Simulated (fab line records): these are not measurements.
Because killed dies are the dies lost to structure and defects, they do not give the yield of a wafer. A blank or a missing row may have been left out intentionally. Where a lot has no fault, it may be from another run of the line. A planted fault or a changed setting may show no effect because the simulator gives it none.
Matching of chambers / flow nand_harc / 4 sister chambers for NHARC_A_CHANNEL_FILL_D2_CMP_10 on cmp-04
The step polishes, target thk 150 nm. 4 wafers are shown with their chamber, then 11 later ones without.

## WAFERS PAIRED WITH THEIR CHAMBERS
wafer=L088.6; chamber=0; motor_current_A (A)=12.3
wafer=L091.1; chamber=2; motor_current_A (A)=12.2
wafer=L091.6; chamber=3; motor_current_A (A)=12.1
wafer=L091.2; chamber=1; motor_current_A (A)=9.4

## WAFERS WITH NO CHAMBER GIVEN
wafer=L091.3; motor_current_A (A)=12.5
wafer=L091.5; motor_current_A (A)=12.9
wafer=L093.2; motor_current_A (A)=10.1
wafer=L093.3; motor_current_A (A)=11.4
wafer=L093.4; motor_current_A (A)=11.5
wafer=L093.1; motor_current_A (A)=12.8
wafer=L093.5; motor_current_A (A)=12.1
wafer=L093.6; motor_current_A (A)=10.1
wafer=L094.4; motor_current_A (A)=11.8
wafer=L094.5; motor_current_A (A)=11.9
wafer=L094.6; motor_current_A (A)=13.0

## WHICH CHAMBER EACH WENT THROUGH
wafer=L091.3; from the rows above=can't be placed: 0 or 2 or 3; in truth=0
wafer=L091.5; from the rows above=can't be placed: 0 or 2 or 3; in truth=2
wafer=L093.2; from the rows above=1; in truth=1
wafer=L093.3; from the rows above=can't be placed: 3 or 2 or 0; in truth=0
wafer=L093.4; from the rows above=can't be placed: 3 or 2 or 0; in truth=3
wafer=L093.1; from the rows above=can't be placed: 0 or 2 or 3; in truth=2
wafer=L093.5; from the rows above=can't be placed: 3 or 2 or 0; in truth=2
wafer=L093.6; from the rows above=1; in truth=1
wafer=L094.4; from the rows above=can't be placed: 3 or 2 or 0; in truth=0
wafer=L094.5; from the rows above=can't be placed: 3 or 2 or 0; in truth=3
wafer=L094.6; from the rows above=can't be placed: 0 or 2 or 3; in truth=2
2 of 11 placed correctly. Not placeable from these rows: 9 (in 9, the candidates include the true chamber). Placed wrongly: 0.
How it was worked out, from the rows above alone: a wafer's distance from a chamber is the root of the sum, over the readings, of the square of ((its reading less the chamber's mean) divided by the reading's scatter). The wafer belongs to the nearest chamber; if the next one is less than 2 further off, it can't be placed. Each chamber's mean is taken over the wafers shown for it. The scatter: root of mean squared gap, hidden wafer to nearest shown wafer, with one shown wafer a chamber.
